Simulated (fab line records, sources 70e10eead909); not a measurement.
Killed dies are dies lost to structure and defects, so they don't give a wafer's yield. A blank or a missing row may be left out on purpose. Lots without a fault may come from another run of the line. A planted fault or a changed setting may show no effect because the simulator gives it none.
Chamber matching | flow nand_harc | NHARC_P_BONDPAD_ETCH_37 on rie_diel-11: 4 sister chambers
The step etches the open film in N2/H2, target depth 60 nm, overetch 18 nm, time 65.91 s. 4 wafers are shown with their chamber, then 6 later ones without.

WAFERS WITH THEIR CHAMBER
wafer  | chamber | drypump_motor_current_A (A)
L568.4 | 0       | 5.5
L569.4 | 2       | 5.1
L572.2 | 1       | 6.3
L572.3 | 3       | 5.8

WAFERS WITHOUT THEIR CHAMBER
wafer  | drypump_motor_current_A (A)
L572.4 | 5.1
L580.1 | 6.3
L580.4 | 5.6
L580.5 | 5.5
L582.1 | 6.3
L583.4 | 5.5

WHICH CHAMBER EACH WENT THROUGH
wafer  | from the rows above | in truth
L572.4 | 2                   | 2
L580.1 | 1                   | 1
L580.4 | 0                   | 0
L580.5 | 0                   | 0
L582.1 | 1                   | 1
L583.4 | 0                   | 0
Placed correctly: 6 of 6. Can't be placed from these rows: 0. Placed wrongly: 0.
How it was worked out, from the rows above alone: a wafer's distance from a chamber is the root of the sum, over the readings, of the square of ((its reading less the chamber's mean) divided by the reading's scatter). The wafer belongs to the nearest chamber; if the next one is less than 2 further off, it can't be placed. A chamber's mean is the mean of its shown wafers. The scatter: with one shown wafer a chamber, the root of the mean of the squares of how far each hidden wafer lies from its nearest shown one.
